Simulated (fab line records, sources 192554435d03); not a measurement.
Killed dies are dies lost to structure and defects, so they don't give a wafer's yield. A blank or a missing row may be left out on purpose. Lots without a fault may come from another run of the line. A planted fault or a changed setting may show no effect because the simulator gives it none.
A struck lot beside a sound one | flow n5_finfet | 15 steps out of a route of 1938
Sound: wafers L279.3, L279.4, L279.6. Struck: wafers L290.1, L290.2, L290.4. The cause comes at the end.
At each step with rows: each side's tool, then ch and its chambers, then its first start. Under that, the readings that differ: sound wafers | struck wafers | difference of the means | sigmas: that difference in standard deviations of wafers without a fault.
alike: readings whose means differ by less than 2 such deviations, and words and numbers that are the same on both sides. not compared: withheld readings, readings that some wafer has no value for, bounds like >300 that may hide the same value, and numbers for which the record gives no deviation and whose values overlap.
The two part at a step that has a row with sigmas, a row that says differs or no value, or rows on one side only. Numbers that don't overlap but have no deviation are shown without sigmas and don't part them. A reading that every wafer of one side lacks parts them only if that side has two wafers or more.

first, 4 steps without rows for these wafers: N5_STI_FIN_REVEAL_PRECLEAN_25 (cleans in SPM, time 90 s); N5_STI_FIN_REVEAL_PRECLEAN_26 (cleans in SC1, time 45 s); N5_STI_FIN_REVEAL_PRECLEAN_29 (cleans in DHF, time 30 s); N5_STI_FIN_REVEAL_SRD_12 (time 30 s).
N5_STI_FIN_REVEAL_RECESS_09: chemistry HF/NH3, target SiO2, afs cycles 11, target depth 42.5 nm, sublimation time 60 s.
  sound on vapor_etch-02 ch 0,1, day 3 07:13; struck on vapor_etch-01 ch 0,1, day 5 21:44
  alike: drypump_motor_current_A
then, 2 steps without rows for these wafers: N5_STI_FIN_REVEAL_STRIP_16 (strips SiNx in H3PO4, target depth 23.8 nm); N5_STI_FIN_REVEAL_PRECLEAN_17 (cleans in NF3:NH3, afs cycles 1, time 20 s, sublimation time 60 s).
N5_STI_FIN_REVEAL_ETCH_34: etches Si in H2, material Si, target depth 0.97 nm.
  sound on rie_si-03 ch 0,1,2, day 3 09:02; struck on rie_si-03 ch 0,1,3, day 5 23:49
  alike: drypump_motor_current_A, oes_product_au, throttle_valve_pct
  not compared: rf_hours_counter_h
N5_STI_FIN_REVEAL_OXIDATION_31: chemistry O2 PLASMA REMOTE, time 20 s.
  sound on plasma_asher-01 ch 0,1, day 3 09:07; struck on plasma_asher-02 ch 0,1, day 6 00:12
  alike: drypump_motor_current_A, heater_power_w, temp_c, temp_c_max
  not compared: rf_hours_counter_h
then, 3 steps without rows for these wafers: N5_STI_FIN_REVEAL_PRECLEAN_32 (cleans in NF3:NH3, afs cycles 1, time 20 s, sublimation time 60 s); N5_STI_FIN_REVEAL_STRIP_35 (strips Si3N4 in H3PO4, target depth 4 nm, time 39 s); N5_STI_FIN_REVEAL_SRD_21 (time 30 s).
N5_STI_FIN_REVEAL_OXIDATION_33: chemistry O2 PLASMA REMOTE, time 20 s.
  sound on plasma_asher-02 ch 0,1, day 3 09:30; struck on plasma_asher-02 ch 0,1, day 6 00:34
  reading    | sound                | struck               | difference | sigmas
  temp_c (C) | 149.99 150.00 149.92 | 146.69 146.59 146.43 | -3.40      | -23
  temp_c_max | 151.0 151.0 150.7    | 147.7 147.7 147.3    | -3.3       | -9
  alike: drypump_motor_current_A, heater_power_w
  not compared: rf_hours_counter_h
then, 1 step without rows for these wafers: N5_STI_FIN_REVEAL_CLEAN_19 (cleans in O3/DIW, time 120 s).
-- the record jumps here: 12 days lie between the struck wafers' starts before and after (it left off in module STI_FIN_REVEAL and takes up again in module PASSIVATION, whose first step shown is number 1936 of the route) --
N5_PASSIVATION_PROBE_49:
  the record has rows for the struck wafers here (prober-01, day 18 03:50) and none for the sound ones

WHERE THEY PART
First at N5_STI_FIN_REVEAL_OXIDATION_33; last, within this record, at N5_PASSIVATION_PROBE_49.

WHY: what the simulator had put in
Process parameter drift: plasma_asher-02, from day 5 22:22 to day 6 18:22, at N5_STI_FIN_REVEAL_OXIDATION_33. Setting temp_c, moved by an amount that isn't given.
